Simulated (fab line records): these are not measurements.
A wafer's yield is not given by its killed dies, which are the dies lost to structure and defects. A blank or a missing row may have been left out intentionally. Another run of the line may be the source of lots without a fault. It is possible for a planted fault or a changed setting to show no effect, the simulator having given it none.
Split-lot experiment	flow n5Finfet	7 lots, 39 wafers read, on a route of 1938 steps

SPLIT DETAILS
At N5_BEOL_M3_ETCH_64 (etches SOC in N2/H2, target depth 75 nm, overetch 15 nm, time 112.5 s), the setting timeS was moved away from the recipe's 112.5 s on 15 of the 39 wafers read, by -58.3% to +52.4%. All remaining wafers had this setting at the recipe value.

FROM THE SPLIT TO THE READING: what the file shows between them, 3 steps
- N5_BEOL_M3_STRIP_65: strips in N2/H2
- N5_BEOL_M3_STRIP_75: strips in N2/H2
- N5_BEOL_M3_STRIP_66: strips in CF4

THE READING
BEOL_M3.cdOffsetNm (the simulator's own value, which no gauge read), in nm, at N5_BEOL_M3_HM_OPEN_17 (chemistry Cl2/BCl3, target TiN, target depth 20 nm, overetch 6 nm). The file does not state a usual value for it. Average -0.0 nm, standard deviation 0.28 nm, over the 24 wafers here run with the recipe.

wafer	tool, chamber at the split	timeS as run, s	against the recipe	BEOL_M3.cdOffsetNm, nm	against lot-mates on the recipe
L076.1	rieDiel-04, 0	112.5	recipe	-0.4	-
L076.3	rieDiel-04, 2	112.5	recipe	0.2	-
L076.6	rieDiel-04, 3	112.5	recipe	-0.2	-
L081.1	rieDiel-04, 0	46.86	-58.3%	-1.4	-1.1
L081.2	rieDiel-04, 2	112.5	recipe	0.2	-
L081.3	rieDiel-04, 3	46.86	-58.3%	-1.6	-1.3
L081.4	rieDiel-04, 1	112.5	recipe	-0.4	-
L081.5	rieDiel-04, 3	112.5	recipe	-0.6	-
L081.6	rieDiel-04, 2	46.86	-58.3%	-1.2	-0.9
L085.1	rieDiel-04, 0	112.5	recipe	0	-
L085.3	rieDiel-04, 3	112.5	recipe	0	-
L085.2	rieDiel-04, 1	51.91	-53.9%	-1	-1.1
L085.4	rieDiel-04, 2	112.5	recipe	0.4	-
L085.5	rieDiel-04, 3	51.91	-53.9%	-1.4	-1.5
L085.6	rieDiel-04, 0	51.91	-53.9%	-1.2	-1.3
L086.1	rieDiel-02, 0	94.55	-16.0%	-0.2	-0.4
L086.2	rieDiel-02, 2	94.55	-16.0%	0	-0.2
L086.4	rieDiel-02, 3	94.55	-16.0%	0	-0.2
L086.3	rieDiel-02, 1	112.5	recipe	0	-
L086.5	rieDiel-02, 1	112.5	recipe	0	-
L086.6	rieDiel-02, 0	112.5	recipe	0.6	-
L089.1	rieDiel-05, 2	53.23	-52.7%	-1	-0.9
L089.2	rieDiel-05, 3	53.23	-52.7%	-0.8	-0.7
L089.3	rieDiel-05, 0	112.5	recipe	-0.2	-
L089.4	rieDiel-05, 1	53.23	-52.7%	-1.2	-1.1
L089.5	rieDiel-05, 0	112.5	recipe	0	-
L089.6	rieDiel-05, 1	112.5	recipe	0	-
L088.1	rieDiel-04, 1	171.5	+52.4%	1.2	+1.1
L088.3	rieDiel-04, 0	171.5	+52.4%	1.2	+1.1
L088.2	rieDiel-04, 3	171.5	+52.4%	1	+0.9
L088.4	rieDiel-04, 2	112.5	recipe	0.4	-
L088.5	rieDiel-04, 2	112.5	recipe	0.2	-
L088.6	rieDiel-04, 1	112.5	recipe	-0.4	-
L096.1	rieDiel-02, 2	112.5	recipe	-0.2	-
L096.4	rieDiel-02, 0	112.5	recipe	-0.2	-
L096.5	rieDiel-02, 1	112.5	recipe	-0.2	-
L096.6	rieDiel-02, 0	112.5	recipe	-0.2	-
L096.2	rieDiel-02, 1	112.5	recipe	0	-
L096.3	rieDiel-02, 3	112.5	recipe	0	-

THE FIT
A straight line over all 39 wafers: BEOL_M3.cdOffsetNm changes by +0.0214 nm for each +1% of timeS; r = +0.92; the points scatter about the line by 0.26 nm.
The same after taking each lot's own level away (the mean of its wafers on the recipe; 39 wafers): +0.0205 nm for each +1%; r = +0.94; scatter 0.22 nm.
According to that fit, moving timeS by its largest amount changes the reading by 1.2 nm.
The span of the lots' own levels, -0.27 to 0.20 nm, comes to 1.7 times the standard deviation stated above.
Hence the lot-to-lot level has little effect on the slope; both slopes agree.
Check: -1.2 nm against its lot-mates is what the line predicts for one of the wafers moved furthest among these (-58.3%) when that wafer is left out of the fit. It came out at -1.13 nm against them.

ADDITIONAL SPLITS CARRIED BY THESE WAFERS
Before the reading, these wafers also passed through other splits. Each is held against what the fit with the lots' levels taken away leaves over:
other split on the same wafers	wafers away from the commonest value	r with BEOL_M3.cdOffsetNm (lot level and that fit taken away)
N5_SD_EPI_N_EPI_21 timeS	12	+0.01
N5_BEOL_M0_SAQP_PECVD_00 timeS	18	-0.07

THE WHOLE CHAIN: every reading that the file lists as answering this split, in the file's order
step	what it does	reading	change (the file's fit)	r (the file's)
N5_BEOL_M3_ETCH_64	etches SOC in N2/H2, target depth 75 nm, overetch 15 nm, time 112.5 s	etch.depthNm (the simulator's own value, which no gauge read)	not straight: 38.04 at the lowest setting, 60.08 at the recipe, 60.06 at the highest	not given
N5_BEOL_M3_ETCH_64	etches SOC in N2/H2, target depth 75 nm, overetch 15 nm, time 112.5 s	SiARC_of_BEOL_M3_COAT_62.thkNm (the simulator's own value, which no gauge read)	-0.0516 nm for each +1% of the setting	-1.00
N5_BEOL_M3_ETCH_64	etches SOC in N2/H2, target depth 75 nm, overetch 15 nm, time 112.5 s	BEOL_M3.cdOffsetNm (the simulator's own value, which no gauge read)	+0.0198 nm for each +1% of the setting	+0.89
N5_BEOL_M3_HM_OPEN_17	chemistry Cl2/BCl3, target TiN, target depth 20 nm, overetch 6 nm	BEOL_M3.cdOffsetNm (the simulator's own value, which no gauge read)	+0.0205 nm for each +1% of the setting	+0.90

THE FILE'S OWN FIT
BEOL_M3.cdOffsetNm changes by +0.0205 nm for each +1% of timeS, r = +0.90.
